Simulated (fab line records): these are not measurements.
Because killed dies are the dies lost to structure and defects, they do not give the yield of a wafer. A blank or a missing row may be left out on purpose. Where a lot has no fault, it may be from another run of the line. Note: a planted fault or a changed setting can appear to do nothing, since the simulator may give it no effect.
Matching of chambers -- flow n5 finfet -- 3 sister chambers for N5_PASSIVATION_PECVD_53 on pecvd-04
The step deposits SiO2 from TEOS/O2, target thk 800 nm, time 169.4 s. 14 wafers are shown with their chamber, then 7 later ones without.

EACH WAFER AND ITS CHAMBER
wafer,chamber,run length s (s)
L668.1,1,196.0
L670.1,1,196.2
L670.3,2,197.2
L683.2,1,196.3
L683.3,0,197.3
L683.4,1,196.2
L682.4,1,196.6
L682.5,0,197.6
L682.6,2,197.5
L684.1,1,196.3
L684.4,2,196.8
L684.5,0,198.1
L685.2,1,196.5
L685.4,2,196.8

SIGNATURES (averages over the wafers above)
reading,chamber 0,chamber 1,chamber 2,scatter within a chamber
run length s,197.667,196.300,197.075,0.288
Rule: distance of a wafer from a chamber = root of the sum over the readings of ((wafer's reading minus chamber's mean) / reading's scatter) squared. The wafer belongs to the nearest chamber; if the next one is less than 2 further off, it can't be placed. The scatter: take each reading less its chamber's mean, square it, sum over the shown wafers, divide by the number of wafers less the number of chambers, and take the root.

WAFERS WITHOUT THEIR CHAMBER
wafer,run length s (s)
L685.6,196.3
L686.1,196.8
L686.5,197.5
L686.6,197.8
L687.1,196.8
L687.3,196.9
L687.5,198.3

WHICH CHAMBER EACH ONE RAN IN
wafer,from the rows above,in truth
L685.6,1,1
L686.1,can't be placed: 2 or 1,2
L686.5,can't be placed: 0 or 2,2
L686.6,0,0
L687.1,can't be placed: 2 or 1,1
L687.3,can't be placed: 2 or 1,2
L687.5,0,0
Placed correctly: 3 of 7. Can't be placed from these rows: 4 (the true chamber is among the candidates in 4). Number placed wrongly: 0.
